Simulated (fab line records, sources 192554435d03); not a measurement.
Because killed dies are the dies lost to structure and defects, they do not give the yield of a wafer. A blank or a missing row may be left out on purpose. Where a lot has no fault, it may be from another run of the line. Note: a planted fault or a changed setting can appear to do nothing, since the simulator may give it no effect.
Comparing a struck lot with a sound one :: flow n5_finfet :: 12 steps out of a route of 1938
Sound: the wafers L277.1, L277.2, L277.4. Struck: wafers L271.3, L271.5, L271.6. The cause is given at the end.
At each step with rows: each side's tool, then ch and its chambers, then its first start. Under that, the readings that differ: sound wafers :: struck wafers :: difference of the means :: sigmas: that difference in standard deviations of wafers without a fault.
alike: readings whose means differ by less than 2 such deviations, and words and numbers that are the same on both sides. not compared: withheld readings, readings that some wafer has no value for, bounds like >300 that may hide the same value, and numbers for which the record gives no deviation and whose values overlap.
A row with sigmas, a row that says differs or no value, or rows on one side alone: a step with any of these is where the two part. Non-overlapping numbers with no deviation appear without sigmas and do not part them. A reading that every wafer of one side lacks parts them only if that side has two wafers or more.

N5_START_INSPECT_01: inspects for defects (unpatterned scan).
  sound: defect_inspect-01 at day 5 06:02; struck: defect_inspect-01 at day 3 18:02
  alike: raw_defect_count
then, 2 steps without rows for these wafers: N5_ZERO_LAYER_PRECLEAN_00 (cleans in SPM, time 600 s); N5_ZERO_LAYER_SRD_01 (time 30 s, dry time 30 s).
N5_ZERO_LAYER_PECVD_02: deposits SiO2 from SiH4/N2O, target thk 10 nm, time 6 s.
  sound on pecvd-04 ch 0,1,2, day 5 06:18; struck on pecvd-02 ch 0,1,2, day 3 18:17
  alike: heater_power_w, showerhead_plenum_p_Torr
then, 6 steps without rows for these wafers: N5_ZERO_LAYER_HMDS_04 (time 60 s); N5_ZERO_LAYER_COAT_05 (resist thk 1000 nm); N5_ZERO_LAYER_EBR_07; N5_ZERO_LAYER_SOFTBAKE_06 (time 90 s); N5_ZERO_LAYER_EXPOSE_08 (exposes mask ZERO, defocus 0 nm, target cd 2000 nm); N5_ZERO_LAYER_PEB_09.
N5_ZERO_LAYER_DEVELOP_10: develop time 60 s.
  sound on litho_track-04 ch 0, day 5 06:40; struck on litho_track-04, day 3 18:32
  no value came back on the struck wafers for chill_plate_temp_C (C), develop_time_s (s); on the sound wafers chill_plate_temp_C (C) reads 22.95 22.97 23.01
reading: model.coat_of_ZERO_LAYER_COAT_05.thk_nm (nm)
sound: 984.4 988.8 985.1
struck: 1004 1006 1001
difference: +18
sigmas: 
then, 1 step without rows for these wafers: N5_ZERO_LAYER_HARDBAKE_23 (time 120 s).

WHERE THEY PART
Within this record, at N5_ZERO_LAYER_DEVELOP_10 only.

WHY: what the simulator had put in
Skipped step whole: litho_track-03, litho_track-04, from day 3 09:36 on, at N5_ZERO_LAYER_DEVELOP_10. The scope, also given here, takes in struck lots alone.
